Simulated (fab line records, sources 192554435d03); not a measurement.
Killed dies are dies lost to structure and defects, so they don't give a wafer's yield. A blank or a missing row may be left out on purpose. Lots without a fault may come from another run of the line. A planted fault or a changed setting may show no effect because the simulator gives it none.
Chamber matching | flow n5_finfet | N5_BEOL_M0_SAQP_HM_DEP_111 on pecvd-04: 3 sister chambers
The step deposits SiO2 from SiH4/N2O, target thk 12 nm, time 7.2 s. 6 wafers are shown with their chamber, then 7 later ones without.

WAFERS WITH THEIR CHAMBER
wafer  | chamber | showerhead_plenum_p_Torr (Torr) | heater_power_w (W)
L079.2 | 1       | 8.21                            | 668
L083.1 | 2       | 8.12                            | 714
L083.4 | 0       | 8.39                            | 612
L083.5 | 1       | 8.21                            | 679
L089.4 | 2       | 8.12                            | 801
L089.5 | 0       | 8.38                            | 566

WAFERS WITHOUT THEIR CHAMBER
wafer  | showerhead_plenum_p_Torr (Torr) | heater_power_w (W)
L089.6 | 8.23                            | 674
L088.2 | 8.13                            | 810
L088.5 | 8.40                            | 614
L088.6 | 8.11                            | 828
L096.2 | 8.09                            | 820
L096.4 | 8.39                            | 629
L096.6 | 8.14                            | 814

WHICH CHAMBER EACH WENT THROUGH
wafer  | from the rows above | in truth
L089.6 | 1                   | 1
L088.2 | 2                   | 2
L088.5 | 0                   | 0
L088.6 | 2                   | 2
L096.2 | 2                   | 2
L096.4 | 0                   | 0
L096.6 | 2                   | 2
Placed correctly: 7 of 7. Can't be placed from these rows: 0. Placed wrongly: 0.
How it was worked out, from the rows above alone: a wafer's distance from a chamber is the root of the sum, over the readings, of the square of ((its reading less the chamber's mean) divided by the reading's scatter). The wafer belongs to the nearest chamber; if the next one is less than 2 further off, it can't be placed. A chamber's mean is the mean of its shown wafers. The scatter: the root of (the sum of the squares of (reading less its chamber's mean) over the shown wafers, divided by (wafers less chambers)).
